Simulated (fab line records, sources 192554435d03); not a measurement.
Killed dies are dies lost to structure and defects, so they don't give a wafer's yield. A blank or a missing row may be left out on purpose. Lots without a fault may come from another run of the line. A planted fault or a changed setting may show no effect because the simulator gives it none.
fab line records | flow n5_finfet
record lots=5 wafers=15 last_day=16
route steps=1938 shown BEOL_M12@1657 BEOL_M13@1659
lots that met no fault: from a run of the same line without faults
start_h: hours from the record's first day to the start of the lot's first wafer shown | wait_h: hours since the lot's step before | " the same as in the row above | L1.1+2: a row that stands for several wafers | - no value, or no start given | * or withheld: withheld | < > ~ a bound
route shown NAME@n: a module of which the file shows steps, and the number in the route of the first | usual: mean/standard deviation of fault-free wafers | same: alike in all rows | chamber/n: place in a boat | sites: the reading at each site | _std_site: their standard deviation | _edge_site: outer sites' mean less inner sites' | radius_mm: how far each site lies from the wafer's centre | mask NAME#n: copy n | behind: the tool/chamber that last shaped the wafer | hold: why the lot was held/for how many hours/how that ended | device: the transistor (n, p or np) that didn't switch | end of line: the same wafers' tests at the end of the route | a step without rows: its recipe alone | killed: dies lost to structure and defects at the first sort, not the wafer's yield | map: a wafer's dies, x killed, . not, _ none there
set.NAME: the setting as run; set.NAME@STEP: as run at that earlier step | model.NAME: the simulator's own value behind a step, which no gauge read
lots at some steps of the route; a table a step, a row a wafer
services: from which hour (start_h, from the record's first day; less than 0 if before it) a tool's chamber was out of use, for how many hours, and why
## steps
# step N5_BEOL_M12_RS_MEAS_54
# recipe thk_meas_gauge=four-point-probe reads=Cu_of_BEOL_M12_ECD_47+Ta_of_BEOL_M12_SPUTTER_44+TaN_of_BEOL_M12_SPUTTER_43
# usual M12_RS=0.0601/0.00097
# columns lot.wafer tool chamber start_h wait_h M12_RS[ohm/sq]
L077.1 film_metro-02 - 248.40 0.0 0.0588
L077.2 " - " " 0.0605
L077.3 " - " " 0.0586
L085.4 film_metro-02 - 313.58 0.0 0.0597
L085.5 " - " " 0.0605
L085.6 " - " " 0.0601
L086.1 film_metro-02 - 322.44 0.0 0.0607
L086.2 " - " " 0.0601
L086.5 " - " " 0.0606
L090.4 film_metro-02 - 344.15 0.0 0.0595
L090.5 " - " " 0.0602
L090.6 " - " " 0.0613
L091.2 film_metro-02 - 352.99 0.0 0.0624
L091.3 " - " " 0.0596
L091.4 " - " " 0.0614
# step N5_BEOL_M12_INSPECT_55
# recipe inspect_instrument=darkfield mode=post_dep
# usual raw_defect_count=71/29
# columns lot.wafer tool chamber start_h wait_h raw_defect_count
L077.1 defect_inspect-02 - 248.43 0.0 113
L077.2 " - " " 239
L077.3 " - " " 154
L085.4 defect_inspect-02 - 313.61 0.0 83
L085.5 " - " " 112
L085.6 " - " " 90
L086.1 defect_inspect-02 - 322.46 0.0 74
L086.2 " - " " 57
L086.5 " - " " 47
L090.4 defect_inspect-01 - 344.18 0.0 62
L090.5 " - " " 57
L090.6 " - " " 66
L091.2 defect_inspect-01 - 353.02 0.0 51
L091.3 " - " " 31
L091.4 " - " " 60
# step N5_BEOL_M13_ILD_DEP_00
# recipe material=SiOC target_thk_a=8379.2 temp_c=350 precursor=DEMS/O2 pressure_torr=5 rf_w=500 time_s=166.4
# usual chamber_pressure_Torr=5.000/0.01 heater_power_w=452/64 showerhead_plenum_p_Torr=5.697/0.017 throttle_valve_pct=11.8/0.46
# same time_s=166.4
# columns lot.wafer tool chamber start_h wait_h chamber_pressure_Torr heater_power_w showerhead_plenum_p_Torr throttle_valve_pct
L077.1 pecvd-01 2 248.47 0.0 4.980 480 5.691 10.9
L077.2 " 1 " " 4.989 394 5.688 11.5
L077.3 " 0 " " 5.007 612 5.716 11.8
L085.4 pecvd-03 2 313.70 0.1 4.995 433 5.681 11.3
L085.5 " 0 " " 5.010 468 5.693 12.0
L085.6 " 1 " " 4.988 459 5.692 12.4
L086.1 pecvd-03 2 322.50 0.0 5.009 432 5.680 11.5
L086.2 " 1 " " 4.990 467 5.715 12.4
L086.5 " 2 " " 5.005 453 5.703 11.5
L090.4 pecvd-03 0 344.27 0.1 4.992 470 5.684 12.1
L090.5 " 1 " " 5.005 479 5.710 12.6
L090.6 " 2 " " 4.984 451 5.689 11.6
L091.2 pecvd-01 1 353.06 0.0 5.001 339 5.690 11.4
L091.3 " 0 " " 5.010 596 5.718 11.8
L091.4 " 1 " " 5.012 368 5.692 11.4
# step N5_BEOL_M13_THK_MEAS_01
# recipe reads=SiOC_of_BEOL_M13_ILD_DEP_00
# usual M13_ILD_THK=833/13
# columns lot.wafer tool chamber start_h wait_h M13_ILD_THK[nm]
L077.1 film_metro-01 - 248.62 0.1 818
L077.2 " - " " 825
L077.3 " - " " 827
L085.4 film_metro-02 - 313.79 0.0 839
L085.5 " - " " 823
L085.6 " - " " 832
L086.1 film_metro-02 - 322.65 0.1 833
L086.2 " - " " 816
L086.5 " - " " 846
L090.4 film_metro-02 - 344.38 0.0 816
L090.5 " - " " 814
L090.6 " - " " 835
L091.2 film_metro-02 - 353.21 0.1 824
L091.3 " - " " 824
L091.4 " - " " 845
# step N5_BEOL_M13_COAT_58
# recipe resist=BARC temp_c=205 time_s=60 spin_rpm=1500 resist_thk_nm=89
# usual plate_temp_C=205.03/0.16
# same time_s=60
# columns lot.wafer tool chamber start_h wait_h plate_temp_C
L077.1 litho_track-01 0 248.65 0.0 204.97
L077.2 " 0 " " 205.29
L077.3 " 0 " " 205.01
L085.4 litho_track-04 0 313.83 0.0 204.91
L085.5 " 0 " " 205.12
L085.6 " 0 " " 205.06
L086.1 litho_track-04 0 322.68 0.0 204.87
L086.2 " 0 " " 205.14
L086.5 " 0 " " 204.95
L090.4 litho_track-01 0 344.41 0.0 205.30
L090.5 " 0 " " 205.29
L090.6 " 0 " " 204.86
L091.2 litho_track-01 0 353.24 0.0 205.15
L091.3 " 0 " " 205.13
L091.4 " 0 " " 205.05
# step N5_BEOL_M13_COAT_04
# recipe spin_rpm=1625 resist_thk_nm=400
# columns lot.wafer tool chamber start_h wait_h
L077.1+2+3 litho_track-01 0 - -
L085.4+5+6 litho_track-04 0 - -
L086.1+2+5 litho_track-04 0 - -
L090.4+5+6 litho_track-01 0 - -
L091.2+3+4 litho_track-01 0 - -
# step N5_BEOL_M13_EBR_06
# recipe solvent=PGMEA ebr_width_mm=1.5
# columns lot.wafer tool chamber start_h wait_h
L077.1+2+3 litho_track-01 0 - -
L085.4+5+6 litho_track-04 0 - -
L086.1+2+5 litho_track-04 0 - -
L090.4+5+6 litho_track-01 0 - -
L091.2+3+4 litho_track-01 0 - -
# step N5_BEOL_M13_SOFTBAKE_05
# recipe temp_c=130 time_s=60
# usual plate_temp_C=130.02/0.14
# same time_s=60
# columns lot.wafer tool chamber start_h wait_h plate_temp_C
L077.1 litho_track-01 0 - - 130.04
L077.2 " 0 " " 130.07
L077.3 " 0 " " 129.88
L085.4 litho_track-04 0 - - 129.79
L085.5 " 0 " " 129.82
L085.6 " 0 " " 129.88
L086.1 litho_track-04 0 - - 130.30
L086.2 " 0 " " 130.16
L086.5 " 0 " " 130.17
L090.4 litho_track-01 0 - - 130.06
L090.5 " 0 " " 130.16
L090.6 " 0 " " 130.22
L091.2 litho_track-01 0 - - 130.07
L091.3 " 0 " " 129.97
L091.4 " 0 " " 129.91
# step N5_BEOL_M13_EXPOSE_07
# recipe mask_id=V12 na=0.93 source_shape=conventional sigma_outer=0.6 polarization=unpolarized attpsm_phase_deg=180 dose_mj=24.8
# columns lot.wafer tool chamber start_h wait_h mask
L077.1+2+3 krf_scanner-01 0 248.75 - V12#0
L085.4+5+6 krf_scanner-02 0 314.07 - V12#0
L086.1+2+5 krf_scanner-02 0 322.78 - V12#0
L090.4+5+6 krf_scanner-02 0 344.53 - V12#0
L091.2+3+4 krf_scanner-01 0 353.47 - V12#0
# step N5_BEOL_M13_PEB_08
# recipe peb_temp_c=130 peb_time_s=90
# usual plate_temp_C=130.02/0.13
# columns lot.wafer tool chamber start_h wait_h plate_temp_C
L077.1 litho_track-04 0 248.81 0.1 129.99
L077.2 " 0 " " 129.91
L077.3 " 0 " " 129.82
L085.4 litho_track-04 0 314.11 0.0 130.28
L085.5 " 0 " " 130.20
L085.6 " 0 " " 130.01
L086.1 litho_track-04 0 322.84 0.1 130.01
L086.2 " 0 " " 129.97
L086.5 " 0 " " 130.03
L090.4 litho_track-01 0 344.57 0.0 130.13
L090.5 " 0 " " 129.77
L090.6 " 0 " " 130.06
L091.2 litho_track-01 0 353.52 0.0 129.82
L091.3 " 0 " " 129.70
L091.4 " 0 " " 129.82
# step N5_BEOL_M13_DEVELOP_09
# recipe develop_time_s=45 rinse_liquid=diw dry=air_spin dev_temp_c=21
# same develop_time_s=45
# columns lot.wafer tool chamber start_h wait_h
L077.1+2+3 litho_track-04 0 - -
L085.4+5+6 litho_track-04 0 - -
L086.1+2+5 litho_track-04 0 - -
L090.4+5+6 litho_track-01 0 - -
L091.2+3+4 litho_track-01 0 - -
# step N5_BEOL_M13_HARDBAKE_14
# recipe temp_c=130 time_s=120
# usual plate_temp_C=130.02/0.14
# same time_s=120
# columns lot.wafer tool chamber start_h wait_h plate_temp_C
L077.1 litho_track-04 0 - - 129.83
L077.2 " 0 " " 129.85
L077.3 " 0 " " 129.79
L085.4 litho_track-04 0 - - 130.00
L085.5 " 0 " " 129.90
L085.6 " 0 " " 130.23
L086.1 litho_track-04 0 - - 130.09
L086.2 " 0 " " 130.17
L086.5 " 0 " " 129.92
L090.4 litho_track-01 0 - - 130.14
L090.5 " 0 " " 129.90
L090.6 " 0 " " 129.94
L091.2 litho_track-01 0 - - 129.96
L091.3 " 0 " " 129.99
L091.4 " 0 " " 130.14
# step N5_BEOL_M13_CD_MEAS_10
# recipe target_cd_nm=190 landing_energy_ev=500 detector=se_inlens polarity=opening
# usual cd_nm=189.4/1.7
# columns lot.wafer tool chamber start_h wait_h cd_nm
L077.1 cd_sem-02 0 248.92 - 191.3
L077.2 " 0 " " 190.4
L077.3 " 0 " " 191.0
L085.4 cd_sem-03 0 314.23 - 191.5
L085.5 " 0 " " 189.9
L085.6 " 0 " " 189.6
L086.1 cd_sem-03 0 322.95 - 191.2
L086.2 " 0 " " 189.9
L086.5 " 0 " " 188.5
L090.4 cd_sem-02 0 344.68 - 189.8
L090.5 " 0 " " 192.7
L090.6 " 0 " " 188.3
L091.2 cd_sem-01 0 353.64 - 192.5
L091.3 " 0 " " 188.0
L091.4 " 0 " " 190.8
# step N5_BEOL_M13_OVL_MEAS_11
# recipe points_per_wafer=44
# usual V12_OVL=2/5.7
# columns lot.wafer tool chamber start_h wait_h V12_OVL[nm]
L077.1 overlay-01 0 248.97 0.0 12
L077.2 " 0 " " 0
L077.3 " 0 " " 16
L085.4 overlay-01 0 314.25 0.0 3
L085.5 " 0 " " -3
L085.6 " 0 " " -1
L086.1 overlay-02 0 322.98 0.0 -2
L086.2 " 0 " " -1
L086.5 " 0 " " -1
L090.4 overlay-02 0 344.71 0.0 -7
L090.5 " 0 " " 3
L090.6 " 0 " " 5
L091.2 overlay-02 0 353.67 0.0 -8
L091.3 " 0 " " -9
L091.4 " 0 " " -10
# step N5_BEOL_M13_INSPECT_12
# recipe mode=adi inspect_instrument=macro
# usual raw_defect_count=2.1/1.5
# columns lot.wafer tool chamber start_h wait_h raw_defect_count
L077.1 defect_inspect-02 - 248.99 0.0 3
L077.2 " - " " 0
L077.3 " - " " 0
L085.4 defect_inspect-02 - 314.28 0.0 2
L085.5 " - " " 2
L085.6 " - " " 0
L086.1 defect_inspect-01 - 323.01 0.0 5
L086.2 " - " " 1
L086.5 " - " " 1
L090.4 defect_inspect-01 - 344.74 0.0 2
L090.5 " - " " 2
L090.6 " - " " 1
L091.2 defect_inspect-01 - 353.69 0.0 5
L091.3 " - " " 1
L091.4 " - " " 5
# step N5_BEOL_M13_DESCUM_15
# recipe chemistry=O2 time_s=7.9 source_power_w=50 bias_power_w=20 pressure_mtorr=20 rf_frequency_hz=2.712e+07 temp_c=40 o2_flow_sccm=225
# usual chamber_pressure_mTorr=19.999/0.026 drypump_motor_current_A=5.9/0.35 oes_product_au=0.81/0.089 rf_vpp_V=242.9/1.7 showerhead_plenum_p_Torr=2.07/0.088 throttle_valve_pct=20.3/0.31
# same time_s=7.9
# columns lot.wafer tool chamber start_h wait_h chamber_pressure_mTorr drypump_motor_current_A oes_product_au rf_hours_counter_h rf_vpp_V showerhead_plenum_p_Torr throttle_valve_pct
L077.1 rie_diel-03 0 249.18 0.2 20.020 5.8 0.84 60 243.9 2.12 20.6
L077.2 " 1 " " 20.042 5.6 0.71 211 242.6 1.99 20.8
L077.3 " 3 " " 20.012 5.5 0.96 1 244.6 2.23 19.9
L085.4 rie_diel-03 1 314.31 0.0 20.003 5.6 0.70 231 240.5 1.98 20.8
L085.5 " 0 " " 19.989 5.8 0.82 - 242.0 2.11 20.6
L085.6 " 1 " " 19.989 5.6 0.71 - 239.7 1.98 20.8
L086.1 rie_diel-06 1 323.04 0.0 19.972 6.2 0.84 70 242.1 2.04 20.6
L086.2 " 2 " " 19.987 5.9 0.87 30 244.7 2.11 20.0
L086.5 " 1 " " 20.014 6.2 0.84 - 242.7 2.04 20.6
L090.4 rie_diel-03 1 344.98 0.2 20.007 5.6 0.69 241 242.1 1.98 20.9
L090.5 " 2 " " 20.007 6.6 0.88 - 242.7 2.06 20.2
L090.6 " 1 " " 20.033 5.6 0.69 - 242.3 1.98 20.9
L091.2 rie_diel-04 1 353.72 0.0 20.006 6.1 0.69 221 245.8 2.17 20.4
L091.3 " 2 " " 19.981 6.1 0.87 42 244.9 2.12 20.3
L091.4 " 0 " " 20.006 5.4 0.72 209 241.8 1.96 20.1
# step N5_BEOL_M13_ETCH_59
# recipe chemistry=N2/H2 target=BARC target_depth_a=890 overetch_a=267 time_s=67.9 ion_energy_ev=200 pressure_mtorr=30 source_w=840 bias_w=150 n2_flow_sccm=200 h2_flow_sccm=200
# usual chamber_pressure_mTorr=30.001/0.028 drypump_motor_current_A=5.9/0.35 oes_product_au=0.69/0.071 rf_vpp_V=523/3.1 showerhead_plenum_p_Torr=2.51/0.11 throttle_valve_pct=17.7/0.32
# same time_s=67.9
# columns lot.wafer tool chamber start_h wait_h chamber_pressure_mTorr drypump_motor_current_A oes_product_au rf_hours_counter_h rf_vpp_V showerhead_plenum_p_Torr throttle_valve_pct
L077.1 rie_diel-03 0 249.22 0.0 29.987 5.9 0.71 60 525 2.57 18.1
L077.2 " 1 " " 30.006 5.6 0.62 211 521 2.41 18.2
L077.3 " 3 " " 29.989 5.5 0.81 1 529 2.71 17.3
L085.4 rie_diel-03 1 314.34 0.0 30.078 5.6 0.60 231 520 2.40 18.2
L085.5 " 0 " " 30.025 5.8 0.69 - 524 2.57 18.1
L085.6 " 1 " " 29.959 5.6 0.60 - 520 2.40 18.2
L086.1 rie_diel-06 1 323.08 0.0 29.976 6.2 0.70 70 521 2.47 18.0
L086.2 " 2 " " 30.028 5.9 0.74 30 525 2.60 17.7
L086.5 " 1 " " 30.009 6.2 0.71 - 523 2.47 18.0
L090.4 rie_diel-03 1 345.02 0.0 30.026 5.6 0.60 241 520 2.39 18.2
L090.5 " 2 " " 29.954 6.6 0.76 - 522 2.46 17.2
L090.6 " 1 " " 30.010 5.6 0.60 - 520 2.39 18.2
L091.2 rie_diel-04 1 353.76 0.0 30.011 6.2 0.61 221 525 2.59 17.7
L091.3 " 2 " " 29.995 6.1 0.74 42 525 2.59 17.7
L091.4 " 0 " " 29.955 5.4 0.61 209 521 2.40 17.7
# step N5_BEOL_M13_VIA_ETCH_16
# recipe chemistry=C4F8/O2/Ar target=SiOC pressure_mtorr=30 source_w=3000 bias_w=700 Ar_flow_sccm=400 C4F8_flow_sccm=15 O2_flow_sccm=8 he_inner_torr=15 he_outer_torr=30 target_depth_a=9217 time_s=withheld ion_energy_ev=250 ends=cleared
# usual chamber_pressure_mTorr=30.004/0.026 drypump_motor_current_A=5.9/0.35 oes_product_au=0.73/0.079 rf_vpp_V=665/4 showerhead_plenum_p_Torr=3.40/0.14 throttle_valve_pct=24.15/0.27
# columns lot.wafer tool chamber start_h wait_h chamber_pressure_mTorr drypump_motor_current_A oes_product_au rf_vpp_V showerhead_plenum_p_Torr throttle_valve_pct
L077.1 rie_diel-03 0 249.27 0.0 30.001 5.9 0.75 666 3.44 24.32
L077.2 " 1 " " 29.989 5.6 0.64 661 3.25 24.49
L077.3 " 3 " " 29.940 5.5 0.87 673 3.66 23.85
L085.4 rie_diel-03 1 314.40 0.0 29.994 5.6 0.63 659 3.24 24.51
L085.5 " 0 " " 30.011 5.9 0.73 667 3.43 24.33
L085.6 " 1 " " 30.029 5.6 0.63 662 3.24 24.52
L086.1 rie_diel-06 1 323.13 0.0 30.027 6.2 0.76 663 3.35 24.47
L086.2 " 2 " " 30.013 5.9 0.79 668 3.47 23.91
L086.5 " 1 " " 30.036 6.2 0.76 662 3.35 24.46
L090.4 rie_diel-03 1 345.07 0.0 30.021 5.6 0.62 660 3.24 24.53
L090.5 " 2 " " 29.974 6.5 0.78 663 3.35 23.83
L090.6 " 1 " " 29.964 5.6 0.62 660 3.24 24.53
L091.2 rie_diel-04 1 353.81 0.0 29.959 6.2 0.63 667 3.52 24.12
L091.3 " 2 " " 29.975 6.0 0.78 666 3.52 24.43
L091.4 " 0 " " 29.992 5.5 0.66 661 3.25 23.97
# step N5_BEOL_M13_STRIP_63
# recipe chemistry=N2/H2 power_w=1000 temp_c=250 h2_frac=0.65 overash_fraction=0.3 pressure_mtorr=1000 n2_flow_sccm=1750 h2_flow_sccm=3250
# usual chamber_pressure_mTorr=1000.0/0.86 drypump_motor_current_A=5.6/0.3 heater_power_w=357/11 oes_product_au=0.674/0.005 strip_time_to_endpoint_s=28.2/1.3
# columns lot.wafer tool chamber start_h wait_h chamber_pressure_mTorr drypump_motor_current_A heater_power_w oes_product_au rf_hours_counter_h strip_time_to_endpoint_s
L077.1 plasma_asher-02 0 249.50 - 1000.5 5.7 344 0.675 68 28.3
L077.2 " 1 " " 1001.2 6.1 353 0.678 68 27.9
L077.3 " 0 " " 999.7 5.7 339 0.672 - 28.2
L085.4 plasma_asher-01 1 314.65 - 998.5 5.5 361 0.672 - 27.1
L085.5 " 0 " " 1000.7 5.3 357 0.668 - 28.2
L085.6 " 1 " " 1000.1 5.5 351 0.664 - 27.9
L086.1 plasma_asher-01 0 323.36 - 1001.0 5.2 360 0.668 129 28.5
L086.2 " 1 " " 999.3 5.5 350 0.676 129 30.6
L086.5 " 0 " " 1000.9 5.3 359 0.671 - 26.7
L090.4 plasma_asher-02 0 345.33 - 1000.0 5.7 342 0.682 - 28.9
L090.5 " 1 " " 1001.0 6.1 358 0.673 - 30.0
L090.6 " 0 " " 1000.5 5.7 339 0.672 - 27.1
L091.2 plasma_asher-01 1 354.05 - 999.2 5.4 357 0.682 134 30.6
L091.3 " 1 " " 1001.5 5.4 348 0.680 - 28.9
L091.4 " 0 " " 1001.7 5.3 361 0.672 - 27.0
# step N5_BEOL_M13_STRIP_64
# recipe chemistry=N2/H2 power_w=1000 temp_c=250 h2_frac=0.65 overash_fraction=0.3 pressure_mtorr=withheld n2_flow_sccm=1750 h2_flow_sccm=3250
# usual drypump_motor_current_A=5.59/0.3 heater_power_w=356/10 oes_product_au=0.715/0.0042 strip_time_to_endpoint_s=31.30/0.069
# columns lot.wafer tool chamber start_h wait_h drypump_motor_current_A heater_power_w oes_product_au rf_hours_counter_h strip_time_to_endpoint_s
L077.1 plasma_asher-02 0 249.56 0.0 5.71 343 0.710 68 31.24
L077.2 " 1 " " 6.12 354 0.708 68 31.32
L077.3 " 0 " " 5.71 340 0.707 - 31.30
L085.4 plasma_asher-01 1 314.71 0.0 5.49 360 0.716 - 31.38
L085.5 " 0 " " 5.30 365 0.707 - 31.33
L085.6 " 1 " " 5.46 365 0.719 - 31.37
L086.1 plasma_asher-01 0 323.42 0.0 5.30 364 0.721 129 31.33
L086.2 " 1 " " 5.46 356 0.726 129 31.27
L086.5 " 0 " " 5.29 375 0.718 - 31.29
L090.4 plasma_asher-02 0 345.39 0.0 5.71 344 0.719 - 31.33
L090.5 " 1 " " 6.13 361 0.716 - 31.27
L090.6 " 0 " " 5.72 336 0.712 - 31.25
L091.2 plasma_asher-01 1 354.11 0.0 5.48 360 0.713 134 31.29
L091.3 " 1 " " 5.47 351 0.721 - 31.33
L091.4 " 0 " " 5.30 359 0.718 - 31.34
# step N5_BEOL_M13_STRIP_71
# recipe chemistry=post_etch_residue_remover time_s=60 temp_c=25 remover_ph=withheld remover_water_wt_pct=withheld remover_fluoride_wt_pct=withheld
# same time_s=60
# columns lot.wafer tool chamber start_h wait_h
L077.1+2+3 wet_bench-05 3,4,2 249.65 0.1
L085.4+5+6 wet_bench-06 7,5,0 314.78 0.0
L086.1+2+5 wet_bench-06 5,4,3 323.51 0.1
L090.4+5+6 wet_bench-05 7,4,0 345.45 0.0
L091.2+3+4 wet_bench-05 7,5,4 354.20 0.1
# step N5_BEOL_M13_SRD_72
# recipe time_s=30 temp_c=23 rinse_liquid=diw dry=n2_spin spin_rpm=1500 dry_time_s=30
# usual spin_rpm=1500.0/0.76
# same time_s=30
# columns lot.wafer tool chamber start_h wait_h spin_rpm
L077.1 wet_bench-05 3 249.67 0.0 1501.0
L077.2 " 4 " " 1500.5
L077.3 " 2 " " 1500.2
L085.4 wet_bench-06 7 314.80 0.0 1499.2
L085.5 " 5 " " 1498.8
L085.6 " 0 " " 1500.9
L086.1 wet_bench-06 5 323.53 0.0 1500.2
L086.2 " 4 " " 1499.7
L086.5 " 3 " " 1500.1
L090.4 wet_bench-05 7 345.47 0.0 1499.4
L090.5 " 4 " " 1499.3
L090.6 " 0 " " 1500.4
L091.2 wet_bench-05 7 354.22 0.0 1500.4
L091.3 " 5 " " 1499.2
L091.4 " 4 " " 1501.3
# step N5_BEOL_M13_CD_MEAS_17
# recipe target_cd_nm=190 polarity=opening
# usual cd_nm=190.0/1.9
# columns lot.wafer tool chamber start_h wait_h cd_nm
L077.1 cd_sem-03 - 249.71 0.0 191.8
L077.2 " - " " 190.4
L077.3 " - " " 192.3
L085.4 cd_sem-02 - 314.84 0.0 191.4
L085.5 " - " " 191.3
L085.6 " - " " 189.5
L086.1 cd_sem-01 - 323.57 0.0 192.0
L086.2 " - " " 188.9
L086.5 " - " " 189.6
L090.4 cd_sem-02 - 345.52 0.0 190.3
L090.5 " - " " 192.3
L090.6 " - " " 189.5
L091.2 cd_sem-03 - 354.27 0.0 191.7
L091.3 " - " " 186.9
L091.4 " - " " 191.1
# step N5_BEOL_M13_COAT_65
# recipe resist=SOC temp_c=250 time_s=60 spin_rpm=1500 resist_thk_nm=350
# usual plate_temp_C=249.96/0.18
# same time_s=60
# columns lot.wafer tool chamber start_h wait_h plate_temp_C
L077.1 litho_track-01 0 249.75 0.0 250.17
L077.2 " 0 " " 250.28
L077.3 " 0 " " 249.85
L085.4 litho_track-04 0 314.88 0.0 249.86
L085.5 " 0 " " 250.28
L085.6 " 0 " " 250.02
L086.1 litho_track-02 0 323.61 0.0 249.73
L086.2 " 0 " " 250.05
L086.5 " 0 " " 249.69
L090.4 litho_track-02 0 345.55 0.0 250.04
L090.5 " 0 " " 250.06
L090.6 " 0 " " 250.30
L091.2 litho_track-02 0 354.30 0.0 250.23
L091.3 " 0 " " 250.08
L091.4 " 0 " " 250.13
# step N5_BEOL_M13_COAT_66
# recipe resist=SiARC temp_c=220 time_s=60 spin_rpm=1500 resist_thk_nm=110
# usual plate_temp_C=219.99/0.16
# same time_s=60
# columns lot.wafer tool chamber start_h wait_h plate_temp_C
L077.1 litho_track-01 0 - - 220.15
L077.2 " 0 " " 219.99
L077.3 " 0 " " 219.93
L085.4 litho_track-04 0 - - 220.11
L085.5 " 0 " " 220.04
L085.6 " 0 " " 219.85
L086.1 litho_track-02 0 - - 220.05
L086.2 " 0 " " 220.20
L086.5 " 0 " " 219.94
L090.4 litho_track-02 0 - - 220.03
L090.5 " 0 " " 219.90
L090.6 " 0 " " 219.91
L091.2 litho_track-02 0 - - 220.09
L091.3 " 0 " " 220.19
L091.4 " 0 " " 219.89
# step N5_BEOL_M13_COAT_22
# recipe spin_rpm=2888 resist_thk_nm=300
# columns lot.wafer tool chamber start_h wait_h
L077.1+2+3 litho_track-01 0 - -
L085.4+5+6 litho_track-04 0 - -
L086.1+2+5 litho_track-02 0 - -
L090.4+5+6 litho_track-02 0 - -
L091.2+3+4 litho_track-02 0 - -
# step N5_BEOL_M13_EBR_24
# recipe solvent=PGMEA ebr_width_mm=1.5
# columns lot.wafer tool chamber start_h wait_h
L077.1+2+3 litho_track-01 0 - -
L085.4+5+6 litho_track-04 0 - -
L086.1+2+5 litho_track-02 0 - -
L090.4+5+6 litho_track-02 0 - -
L091.2+3+4 litho_track-02 0 - -
# step N5_BEOL_M13_SOFTBAKE_23
# recipe temp_c=130 time_s=60
# usual plate_temp_C=130.01/0.13
# same time_s=60
# columns lot.wafer tool chamber start_h wait_h plate_temp_C
L077.1 litho_track-01 0 - - 130.17
L077.2 " 0 " " 130.15
L077.3 " 0 " " 130.17
L085.4 litho_track-04 0 - - 130.08
L085.5 " 0 " " 129.99
L085.6 " 0 " " 130.08
L086.1 litho_track-02 0 - - 130.12
L086.2 " 0 " " 130.19
L086.5 " 0 " " 130.08
L090.4 litho_track-02 0 - - 130.07
L090.5 " 0 " " 130.15
L090.6 " 0 " " 129.80
L091.2 litho_track-02 0 - - 130.11
L091.3 " 0 " " 130.00
L091.4 " 0 " " 129.97
# step N5_BEOL_M13_EXPOSE_25
# recipe mask_id=M13 na=0.93 source_shape=conventional sigma_outer=0.4 polarization=unpolarized target_cd_nm=210 dose_mj=22
# columns lot.wafer tool chamber start_h wait_h mask
L077.1+2+3 krf_scanner-01 0 249.99 - M13#0
L085.4+5+6 krf_scanner-01 0 315.01 - M13#0
L086.1+2+5 krf_scanner-01 0 323.72 - M13#0
L090.4+5+6 krf_scanner-01 0 345.69 - M13#0
L091.2+3+4 krf_scanner-01 0 354.43 - M13#0
# step N5_BEOL_M13_PEB_26
# recipe peb_temp_c=130 peb_time_s=90
# usual plate_temp_C=130.00/0.13
# columns lot.wafer tool chamber start_h wait_h plate_temp_C
L077.1 litho_track-02 0 250.05 0.1 130.09
L077.2 " 0 " " 129.90
L077.3 " 0 " " 130.06
L085.4 litho_track-02 0 315.05 0.0 129.80
L085.5 " 0 " " 129.67
L085.6 " 0 " " 130.06
L086.1 litho_track-02 0 323.78 0.1 129.78
L086.2 " 0 " " 130.10
L086.5 " 0 " " 129.96
L090.4 litho_track-01 0 345.73 0.0 129.74
L090.5 " 0 " " 129.82
L090.6 " 0 " " 129.82
L091.2 litho_track-01 0 354.48 0.0 129.89
L091.3 " 0 " " 130.12
L091.4 " 0 " " 130.00
# step N5_BEOL_M13_DEVELOP_27
# recipe develop_time_s=45 rinse_liquid=diw dry=air_spin dev_temp_c=21
# same develop_time_s=45
# columns lot.wafer tool chamber start_h wait_h
L077.1+2+3 litho_track-02 0 - -
L085.4+5+6 litho_track-02 0 - -
L086.1+2+5 litho_track-02 0 - -
L090.4+5+6 litho_track-01 0 - -
L091.2+3+4 litho_track-01 0 - -
# step N5_BEOL_M13_HARDBAKE_32
# recipe temp_c=130 time_s=120
# usual plate_temp_C=129.98/0.13
# same time_s=120
# columns lot.wafer tool chamber start_h wait_h plate_temp_C
L077.1 litho_track-02 0 - - 129.84
L077.2 " 0 " " 129.85
L077.3 " 0 " " 130.06
L085.4 litho_track-02 0 - - 130.04
L085.5 " 0 " " 129.87
L085.6 " 0 " " 130.06
L086.1 litho_track-02 0 - - 129.87
L086.2 " 0 " " 130.01
L086.5 " 0 " " 129.78
L090.4 litho_track-01 0 - - 129.82
L090.5 " 0 " " 129.83
L090.6 " 0 " " 130.00
L091.2 litho_track-01 0 - - 130.22
L091.3 " 0 " " 130.21
L091.4 " 0 " " 130.17
# step N5_BEOL_M13_CD_MEAS_28
# recipe target_cd_nm=209.5 landing_energy_ev=500 detector=se_inlens
# usual cd_nm=208.9/1.7
# columns lot.wafer tool chamber start_h wait_h cd_nm
L077.1 cd_sem-01 0 250.16 - 211.4
L077.2 " 0 " " 211.4
L077.3 " 0 " " 211.1
L085.4 cd_sem-03 0 315.17 - 208.1
L085.5 " 0 " " 209.5
L085.6 " 0 " " 207.8
L086.1 cd_sem-01 0 323.90 - 208.5
L086.2 " 0 " " 209.4
L086.5 " 0 " " 208.5
L090.4 cd_sem-01 0 345.84 - 208.4
L090.5 " 0 " " 209.6
L090.6 " 0 " " 207.3
L091.2 cd_sem-02 0 354.60 - 207.7
L091.3 " 0 " " 206.0
L091.4 " 0 " " 209.1
# step N5_BEOL_M13_OVL_MEAS_29
# recipe points_per_wafer=44
# usual M13_OVL=-2/5.7
# columns lot.wafer tool chamber start_h wait_h M13_OVL[nm]
L077.1 overlay-01 0 250.19 0.0 -4
L077.2 " 0 " " 3
L077.3 " 0 " " -8
L085.4 overlay-01 0 315.20 0.0 -11
L085.5 " 0 " " -5
L085.6 " 0 " " -6
L086.1 overlay-02 0 323.93 0.0 1
L086.2 " 0 " " 6
L086.5 " 0 " " -2
L090.4 overlay-02 0 345.87 0.0 0
L090.5 " 0 " " -5
L090.6 " 0 " " 0
L091.2 overlay-01 0 354.62 0.0 -8
L091.3 " 0 " " 0
L091.4 " 0 " " -6
## services
# columns tool chamber start_h hours kind
krf_scanner-02 - 231.76 3.6 pm
rie_diel-03 3 233.72 - clean
plasma_asher-02 - 234.31 14.6 pm
pecvd-01 - 242.73 2.0 repair
wet_bench-06 - 243.45 1.4 repair
rie_diel-04 0 250.43 17.9 repair
plasma_asher-01 - 262.98 1.9 repair
rie_diel-03 - 267.61 2.8 pm
pecvd-01 1 268.27 3.6 repair
krf_scanner-02 - 269.88 1.3 pm
rie_diel-03 3 285.89 4.9 repair
krf_scanner-01 - 295.11 0.8 pm
krf_scanner-01 - 298.95 1.0 pm
plasma_asher-02 - 307.67 2.7 repair
krf_scanner-01 - 311.60 0.4 repair
pecvd-01 2 314.61 4.8 repair
rie_diel-06 - 318.79 1.1 repair
litho_track-04 - 321.72 - consumable_replace:filter
plasma_asher-01 - 333.79 1.1 repair
plasma_asher-01 - 337.09 4.3 pm
pecvd-01 - 337.11 14.6 pm
rie_diel-04 0 341.79 8.0 repair
krf_scanner-02 - 347.36 1.0 pm
plasma_asher-02 - 352.86 2.5 repair
## key
fault none
